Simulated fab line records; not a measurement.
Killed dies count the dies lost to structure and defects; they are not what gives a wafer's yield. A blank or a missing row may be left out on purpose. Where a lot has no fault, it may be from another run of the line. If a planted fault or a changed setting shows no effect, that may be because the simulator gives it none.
Which of the tools did it? / flow n5-finfet / 11 lots with 27 wafers sampled at 2 steps, on a route of 1938 steps

== WHAT THE GAUGES SHOWED, per wafer ==
N5_BEOL_M12_THK_MEAS_01.
lot=L512; measured=day 10 20:55; on=film-metro-02; M12_ILD_THK (nm)=654 655
lot=L514; measured=day 12 06:58; on=film-metro-01; M12_ILD_THK (nm)=661 659
lot=L517; measured=day 12 08:50; on=film-metro-02; M12_ILD_THK (nm)=648 660 676
lot=L519; measured=day 12 08:59; on=film-metro-02; M12_ILD_THK (nm)=650 645 672
lot=L518; measured=day 12 09:59; on=film-metro-02; M12_ILD_THK (nm)=647 647 652
lot=L522; measured=day 13 19:02; on=film-metro-02; M12_ILD_THK (nm)=719 662 658
lot=L523; measured=day 14 11:25; on=film-metro-02; M12_ILD_THK (nm)=735 659
lot=L524; measured=day 14 13:14; on=film-metro-01; M12_ILD_THK (nm)=732 654
lot=L533; measured=day 16 17:29; on=film-metro-02; M12_ILD_THK (nm)=651 659
lot=L534; measured=day 17 02:44; on=film-metro-01; M12_ILD_THK (nm)=655 650 662
lot=L535; measured=day 17 06:27; on=film-metro-01; M12_ILD_THK (nm)=658 652

== TOOL THAT RAN EACH LOT (tool first, then ch and the chambers of the sampled wafers, then the start) ==
lot=L512; N5_BEOL_M12_ILD_DEP_00=pecvd-01 ch 0,2, day 10 20:49
lot=L514; N5_BEOL_M12_ILD_DEP_00=pecvd-03 ch 0,2, day 12 06:50
lot=L517; N5_BEOL_M12_ILD_DEP_00=pecvd-03 ch 1,2, day 12 08:43
lot=L519; N5_BEOL_M12_ILD_DEP_00=pecvd-04 ch 0,2, day 12 08:51
lot=L518; N5_BEOL_M12_ILD_DEP_00=pecvd-03 ch 0,1, day 12 09:49
lot=L522; N5_BEOL_M12_ILD_DEP_00=pecvd-03 ch 0,1, day 13 18:53
lot=L523; N5_BEOL_M12_ILD_DEP_00=pecvd-03 ch 2, day 14 11:17
lot=L524; N5_BEOL_M12_ILD_DEP_00=pecvd-03 ch 1,2, day 14 13:06
lot=L533; N5_BEOL_M12_ILD_DEP_00=pecvd-04 ch 0, day 16 17:21
lot=L534; N5_BEOL_M12_ILD_DEP_00=pecvd-04 ch 0,2, day 17 02:36
lot=L535; N5_BEOL_M12_ILD_DEP_00=pecvd-01 ch 0,1, day 17 06:19
- N5_BEOL_M12_ILD_DEP_00: deposits SiOC from DEMS/O2, target thk 658.92 nm, time 130.7 s.

== THE ANSWER, worked out from the rows above alone ==
Rule: the lots themselves supply what counts as usual. The widest of any qualifying gaps counts: lots, ordered by their means at a reading, are off when they make up no more than a third of the lots, leave a main group of 4 or more, and stand apart from it by 3 or more times the standard deviation of that group's means. A main group whose means are all the same, to the digits that the tables above print for the reading, isn't used. Also off: a lot with no number at a reading for which 4 or more lots have one. Where the step has rows for the other lots, those lots are counted as sound.
Off: L522, L523, L524, at N5_BEOL_M12_THK_MEAS_01 (M12_ILD_THK). Mean 656 nm and standard deviation 3.6 in the main group.
A tool fits if, at a process step before that reading, it ran every lot that is off, and no sound lot after the first of them. Those tools and the gauges at N5_BEOL_M12_THK_MEAS_01 are tried in the same way. One fits: pecvd-03 at N5_BEOL_M12_ILD_DEP_00. Its last sound lot is L518 (day 12 09:49), its first lot that is off L522 (day 13 18:53): a fault that began between those two fits.

== WHAT WAS PUT IN BY THE SIMULATOR ==
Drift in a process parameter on pecvd-03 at N5_BEOL_M12_ILD_DEP_00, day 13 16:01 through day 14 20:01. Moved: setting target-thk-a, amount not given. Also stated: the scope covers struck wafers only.
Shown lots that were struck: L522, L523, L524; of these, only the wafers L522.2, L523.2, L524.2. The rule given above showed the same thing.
